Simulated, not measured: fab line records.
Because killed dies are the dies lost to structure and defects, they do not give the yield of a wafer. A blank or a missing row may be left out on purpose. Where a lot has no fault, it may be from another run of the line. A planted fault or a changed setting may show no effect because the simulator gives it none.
Chamber matching || flow nand_harc || cmp-03 running NHARC_P_BONDPAD_CMP_19: 4 sister chambers
The step polishes, t overpolish 30 s, cu recess touch 16 s, target thk 160.81 nm. 45 wafers are shown with their chamber, then 12 later ones without.

WAFERS PAIRED WITH THEIR CHAMBERS
{"wafer": "L075.1", "chamber": 2, "motor_current_A (A)": 12.1, "slurry_filter_dp_kPa (kPa)": 13.45, "retaining_ring_pressure_frac": 1.003}
{"wafer": "L075.5", "chamber": 0, "motor_current_A (A)": 13.4, "slurry_filter_dp_kPa (kPa)": 13.21, "retaining_ring_pressure_frac": 1.006}
{"wafer": "L075.6", "chamber": 3, "motor_current_A (A)": 12.6, "slurry_filter_dp_kPa (kPa)": 13.36, "retaining_ring_pressure_frac": 1.001}
{"wafer": "L076.1", "chamber": 2, "motor_current_A (A)": 11.0, "slurry_filter_dp_kPa (kPa)": 13.27, "retaining_ring_pressure_frac": 1.000}
{"wafer": "L076.2", "chamber": 0, "motor_current_A (A)": 13.4, "slurry_filter_dp_kPa (kPa)": 13.51, "retaining_ring_pressure_frac": 1.005}
{"wafer": "L076.5", "chamber": 2, "motor_current_A (A)": 12.2, "slurry_filter_dp_kPa (kPa)": 13.34, "retaining_ring_pressure_frac": 0.997}
{"wafer": "L077.1", "chamber": 3, "motor_current_A (A)": 12.6, "slurry_filter_dp_kPa (kPa)": 13.42, "retaining_ring_pressure_frac": 1.011}
{"wafer": "L077.4", "chamber": 1, "motor_current_A (A)": 12.8, "slurry_filter_dp_kPa (kPa)": 13.44, "retaining_ring_pressure_frac": 1.001}
{"wafer": "L077.6", "chamber": 1, "motor_current_A (A)": 12.7, "slurry_filter_dp_kPa (kPa)": 13.51, "retaining_ring_pressure_frac": 0.995}
{"wafer": "L078.1", "chamber": 2, "motor_current_A (A)": 12.3, "slurry_filter_dp_kPa (kPa)": 13.45, "retaining_ring_pressure_frac": 1.003}
{"wafer": "L078.3", "chamber": 1, "motor_current_A (A)": 11.9, "slurry_filter_dp_kPa (kPa)": 13.47, "retaining_ring_pressure_frac": 0.994}
{"wafer": "L078.6", "chamber": 3, "motor_current_A (A)": 12.5, "slurry_filter_dp_kPa (kPa)": 13.63, "retaining_ring_pressure_frac": 0.997}
{"wafer": "L079.1", "chamber": 1, "motor_current_A (A)": 12.9, "slurry_filter_dp_kPa (kPa)": 13.43, "retaining_ring_pressure_frac": 1.011}
{"wafer": "L079.3", "chamber": 2, "motor_current_A (A)": 11.2, "slurry_filter_dp_kPa (kPa)": 13.61, "retaining_ring_pressure_frac": 1.003}
{"wafer": "L079.5", "chamber": 2, "motor_current_A (A)": 12.0, "slurry_filter_dp_kPa (kPa)": 13.58, "retaining_ring_pressure_frac": 1.007}
{"wafer": "L082.2", "chamber": 3, "motor_current_A (A)": 11.3, "slurry_filter_dp_kPa (kPa)": 13.37, "retaining_ring_pressure_frac": 0.995}
{"wafer": "L082.4", "chamber": 1, "motor_current_A (A)": 12.6, "slurry_filter_dp_kPa (kPa)": 13.29, "retaining_ring_pressure_frac": 0.999}
{"wafer": "L082.5", "chamber": 3, "motor_current_A (A)": 12.9, "slurry_filter_dp_kPa (kPa)": 13.56, "retaining_ring_pressure_frac": 0.990}
{"wafer": "L083.1", "chamber": 1, "motor_current_A (A)": 12.6, "slurry_filter_dp_kPa (kPa)": 13.22, "retaining_ring_pressure_frac": 0.999}
{"wafer": "L083.2", "chamber": 2, "motor_current_A (A)": 11.1, "slurry_filter_dp_kPa (kPa)": 13.63, "retaining_ring_pressure_frac": 1.007}
{"wafer": "L083.4", "chamber": 0, "motor_current_A (A)": 13.1, "slurry_filter_dp_kPa (kPa)": 13.52, "retaining_ring_pressure_frac": 0.998}
{"wafer": "L084.2", "chamber": 1, "motor_current_A (A)": 12.9, "slurry_filter_dp_kPa (kPa)": 13.35, "retaining_ring_pressure_frac": 1.011}
{"wafer": "L084.5", "chamber": 2, "motor_current_A (A)": 11.8, "slurry_filter_dp_kPa (kPa)": 13.41, "retaining_ring_pressure_frac": 0.997}
{"wafer": "L084.6", "chamber": 3, "motor_current_A (A)": 12.3, "slurry_filter_dp_kPa (kPa)": 13.43, "retaining_ring_pressure_frac": 0.999}
{"wafer": "L085.3", "chamber": 1, "motor_current_A (A)": 12.5, "slurry_filter_dp_kPa (kPa)": 13.40, "retaining_ring_pressure_frac": 1.009}
{"wafer": "L085.5", "chamber": 2, "motor_current_A (A)": 11.4, "slurry_filter_dp_kPa (kPa)": 13.48, "retaining_ring_pressure_frac": 1.003}
{"wafer": "L085.6", "chamber": 3, "motor_current_A (A)": 12.3, "slurry_filter_dp_kPa (kPa)": 13.66, "retaining_ring_pressure_frac": 0.996}
{"wafer": "L086.2", "chamber": 0, "motor_current_A (A)": 13.2, "slurry_filter_dp_kPa (kPa)": 13.27, "retaining_ring_pressure_frac": 1.011}
{"wafer": "L086.5", "chamber": 1, "motor_current_A (A)": 12.8, "slurry_filter_dp_kPa (kPa)": 13.66, "retaining_ring_pressure_frac": 1.011}
{"wafer": "L086.6", "chamber": 0, "motor_current_A (A)": 13.7, "slurry_filter_dp_kPa (kPa)": 13.34, "retaining_ring_pressure_frac": 0.997}
{"wafer": "L087.1", "chamber": 0, "motor_current_A (A)": 13.1, "slurry_filter_dp_kPa (kPa)": 13.50, "retaining_ring_pressure_frac": 0.991}
{"wafer": "L087.5", "chamber": 2, "motor_current_A (A)": 11.8, "slurry_filter_dp_kPa (kPa)": 13.71, "retaining_ring_pressure_frac": 1.000}
{"wafer": "L087.6", "chamber": 3, "motor_current_A (A)": 13.2, "slurry_filter_dp_kPa (kPa)": 13.49, "retaining_ring_pressure_frac": 0.999}
{"wafer": "L088.3", "chamber": 3, "motor_current_A (A)": 12.7, "slurry_filter_dp_kPa (kPa)": 13.30, "retaining_ring_pressure_frac": 1.008}
{"wafer": "L088.5", "chamber": 2, "motor_current_A (A)": 11.9, "slurry_filter_dp_kPa (kPa)": 13.45, "retaining_ring_pressure_frac": 0.994}
{"wafer": "L088.6", "chamber": 1, "motor_current_A (A)": 12.9, "slurry_filter_dp_kPa (kPa)": 13.60, "retaining_ring_pressure_frac": 1.007}
{"wafer": "L089.1", "chamber": 3, "motor_current_A (A)": 12.2, "slurry_filter_dp_kPa (kPa)": 13.56, "retaining_ring_pressure_frac": 1.007}
{"wafer": "L089.3", "chamber": 0, "motor_current_A (A)": 13.1, "slurry_filter_dp_kPa (kPa)": 13.51, "retaining_ring_pressure_frac": 0.994}
{"wafer": "L089.5", "chamber": 2, "motor_current_A (A)": 12.0, "slurry_filter_dp_kPa (kPa)": 13.67, "retaining_ring_pressure_frac": 0.993}
{"wafer": "L090.1", "chamber": 1, "motor_current_A (A)": 12.9, "slurry_filter_dp_kPa (kPa)": 13.45, "retaining_ring_pressure_frac": 1.007}
{"wafer": "L090.2", "chamber": 2, "motor_current_A (A)": 11.4, "slurry_filter_dp_kPa (kPa)": 13.72, "retaining_ring_pressure_frac": 1.005}
{"wafer": "L090.6", "chamber": 2, "motor_current_A (A)": 11.8, "slurry_filter_dp_kPa (kPa)": 13.59, "retaining_ring_pressure_frac": 1.000}
{"wafer": "L091.1", "chamber": 2, "motor_current_A (A)": 11.5, "slurry_filter_dp_kPa (kPa)": 13.49, "retaining_ring_pressure_frac": 1.001}
{"wafer": "L091.3", "chamber": 3, "motor_current_A (A)": 12.5, "slurry_filter_dp_kPa (kPa)": 13.64, "retaining_ring_pressure_frac": 1.002}
{"wafer": "L091.5", "chamber": 2, "motor_current_A (A)": 11.5, "slurry_filter_dp_kPa (kPa)": 13.57, "retaining_ring_pressure_frac": 1.005}

SIGNATURES (averages over the wafers above)
{"reading": "motor_current_A", "chamber 0": 13.286, "chamber 1": 12.682, "chamber 2": 11.688, "chamber 3": 12.464, "scatter within a chamber": 0.378}
{"reading": "slurry_filter_dp_kPa", "chamber 0": 13.4086, "chamber 1": 13.4382, "chamber 2": 13.5262, "chamber 3": 13.4927, "scatter within a chamber": 0.128}
{"reading": "retaining_ring_pressure_frac", "chamber 0": 1.00029, "chamber 1": 1.00400, "chamber 2": 1.00113, "chamber 3": 1.00045, "scatter within a chamber": 0.00584}
Rule: distance of a wafer from a chamber = root of the sum over the readings of ((wafer's reading minus chamber's mean) / reading's scatter) squared. If the next closest chamber is less than 2 further off than the closest, the wafer can't be placed; otherwise it belongs to the closest. How the scatter is found: for the shown wafers, subtract from each reading the mean of its chamber, square and add these, divide the total by (wafers less chambers), then take the root.

WAFERS MISSING THEIR CHAMBER
{"wafer": "L093.2", "motor_current_A (A)": 13.4, "slurry_filter_dp_kPa (kPa)": 13.52, "retaining_ring_pressure_frac": 1.007}
{"wafer": "L093.5", "motor_current_A (A)": 12.8, "slurry_filter_dp_kPa (kPa)": 13.61, "retaining_ring_pressure_frac": 1.005}
{"wafer": "L093.6", "motor_current_A (A)": 12.5, "slurry_filter_dp_kPa (kPa)": 13.55, "retaining_ring_pressure_frac": 0.999}
{"wafer": "L094.2", "motor_current_A (A)": 12.7, "slurry_filter_dp_kPa (kPa)": 13.59, "retaining_ring_pressure_frac": 0.995}
{"wafer": "L094.4", "motor_current_A (A)": 12.4, "slurry_filter_dp_kPa (kPa)": 13.41, "retaining_ring_pressure_frac": 1.003}
{"wafer": "L094.5", "motor_current_A (A)": 12.2, "slurry_filter_dp_kPa (kPa)": 13.48, "retaining_ring_pressure_frac": 0.998}
{"wafer": "L095.1", "motor_current_A (A)": 11.7, "slurry_filter_dp_kPa (kPa)": 13.51, "retaining_ring_pressure_frac": 0.997}
{"wafer": "L095.3", "motor_current_A (A)": 12.6, "slurry_filter_dp_kPa (kPa)": 13.47, "retaining_ring_pressure_frac": 0.999}
{"wafer": "L095.6", "motor_current_A (A)": 12.7, "slurry_filter_dp_kPa (kPa)": 13.64, "retaining_ring_pressure_frac": 1.000}
{"wafer": "L096.1", "motor_current_A (A)": 12.9, "slurry_filter_dp_kPa (kPa)": 13.60, "retaining_ring_pressure_frac": 1.000}
{"wafer": "L096.2", "motor_current_A (A)": 11.6, "slurry_filter_dp_kPa (kPa)": 13.52, "retaining_ring_pressure_frac": 1.012}
{"wafer": "L096.3", "motor_current_A (A)": 12.9, "slurry_filter_dp_kPa (kPa)": 13.39, "retaining_ring_pressure_frac": 0.986}

WHICH CHAMBER EACH WENT THROUGH
{"wafer": "L093.2", "from the rows above": "can't be placed: 0 or 1 or 3", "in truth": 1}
{"wafer": "L093.5", "from the rows above": "can't be placed: 1 or 3 or 0 or 2", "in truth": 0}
{"wafer": "L093.6", "from the rows above": "can't be placed: 3 or 1 or 2 or 0", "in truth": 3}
{"wafer": "L094.2", "from the rows above": "can't be placed: 3 or 1 or 0 or 2", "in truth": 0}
{"wafer": "L094.4", "from the rows above": "can't be placed: 1 or 3 or 2 or 0", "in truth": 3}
{"wafer": "L094.5", "from the rows above": "can't be placed: 3 or 2 or 1", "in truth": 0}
{"wafer": "L095.1", "from the rows above": "can't be placed: 2 or 3", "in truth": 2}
{"wafer": "L095.3", "from the rows above": "can't be placed: 3 or 1 or 0", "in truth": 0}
{"wafer": "L095.6", "from the rows above": "can't be placed: 3 or 1 or 0 or 2", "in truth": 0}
{"wafer": "L096.1", "from the rows above": "can't be placed: 3 or 1 or 0 or 2", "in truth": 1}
{"wafer": "L096.2", "from the rows above": "can't be placed: 2 or 3 or 1", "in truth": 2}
{"wafer": "L096.3", "from the rows above": "can't be placed: 0 or 3 or 1 or 2", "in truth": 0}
Correctly placed: 0 of 12. From these rows, 12 cannot be placed; in 11 the true chamber is one of the candidates. Placed wrongly: 0.
